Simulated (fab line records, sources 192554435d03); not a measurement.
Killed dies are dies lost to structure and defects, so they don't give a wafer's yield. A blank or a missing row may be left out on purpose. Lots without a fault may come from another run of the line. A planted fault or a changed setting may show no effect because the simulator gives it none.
Chamber matching | flow n5_finfet | N5_BEOL_M7_ALD_77 on ald_metal-01: 4 sister chambers
The step deposits TaN, target thk 2 nm, pulse time 2 s, purge time 3 s. 22 wafers are shown with their chamber, then 11 later ones without.

WAFERS WITH THEIR CHAMBER
wafer  | chamber | heater_power_w (W) | mfc_carrier_sccm (sccm) | precursor_vessel_temp_c (C)
L077.1 | 1       | 493                | 1502                    | 75.07
L077.2 | 0       | 500                | 1496                    | 74.88
L077.5 | 3       | 429                | 1494                    | 75.02
L081.2 | 3       | 422                | 1497                    | 74.88
L081.4 | 3       | 416                | 1499                    | 74.86
L081.6 | 2       | 430                | 1498                    | 75.13
L083.3 | 0       | 490                | 1503                    | 74.85
L083.5 | 1       | 502                | 1495                    | 75.07
L083.6 | 0       | 492                | 1511                    | 74.99
L084.2 | 1       | 508                | 1492                    | 74.93
L084.3 | 3       | 424                | 1497                    | 75.05
L084.6 | 0       | 473                | 1499                    | 75.10
L086.1 | 3       | 420                | 1493                    | 74.95
L086.2 | 1       | 498                | 1491                    | 74.87
L086.5 | 0       | 486                | 1498                    | 74.93
L089.2 | 0       | 492                | 1500                    | 75.00
L089.5 | 2       | 421                | 1500                    | 75.02
L089.6 | 3       | 434                | 1492                    | 75.07
L088.1 | 3       | 423                | 1499                    | 74.90
L088.3 | 2       | 445                | 1496                    | 75.03
L088.6 | 2       | 437                | 1497                    | 74.94
L090.2 | 0       | 497                | 1492                    | 75.03

SIGNATURES (means of the wafers above)
reading                 | chamber 0 | chamber 1 | chamber 2 | chamber 3 | scatter within a chamber
heater_power_w          | 490.00    | 500.25    | 433.25    | 424.00    | 7.84
mfc_carrier_sccm        | 1499.86   | 1495.00   | 1497.75   | 1495.86   | 4.39
precursor_vessel_temp_c | 74.9686   | 74.9850   | 75.0300   | 74.9614   | 0.0878
Rule: a wafer's distance from a chamber is the root of the sum, over the readings, of the square of ((its reading less the chamber's mean) divided by the reading's scatter). The wafer belongs to the nearest chamber; if the next one is less than 2 further off, it can't be placed. The scatter: the root of (the sum of the squares of (reading less its chamber's mean) over the shown wafers, divided by (wafers less chambers)).

WAFERS WITHOUT THEIR CHAMBER
wafer  | heater_power_w (W) | mfc_carrier_sccm (sccm) | precursor_vessel_temp_c (C)
L090.5 | 486                | 1495                    | 75.02
L090.6 | 428                | 1504                    | 75.16
L091.4 | 438                | 1507                    | 75.20
L091.5 | 483                | 1503                    | 75.14
L091.6 | 420                | 1499                    | 74.69
L094.1 | 441                | 1499                    | 75.05
L094.3 | 494                | 1499                    | 74.98
L094.5 | 440                | 1500                    | 74.93
L096.3 | 486                | 1494                    | 74.80
L096.5 | 482                | 1493                    | 74.98
L096.6 | 426                | 1494                    | 75.07

WHICH CHAMBER EACH WENT THROUGH
wafer  | from the rows above     | in truth
L090.5 | can't be placed: 0 or 1 | 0
L090.6 | can't be placed: 2 or 3 | 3
L091.4 | can't be placed: 2 or 3 | 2
L091.5 | can't be placed: 0 or 1 | 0
L091.6 | can't be placed: 3 or 2 | 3
L094.1 | can't be placed: 2 or 3 | 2
L094.3 | can't be placed: 0 or 1 | 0
L094.5 | can't be placed: 2 or 3 | 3
L096.3 | can't be placed: 0 or 1 | 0
L096.5 | can't be placed: 0 or 1 | 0
L096.6 | can't be placed: 3 or 2 | 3
Placed correctly: 0 of 11. Can't be placed from these rows: 11 (the true chamber is among the candidates in 11). Placed wrongly: 0.
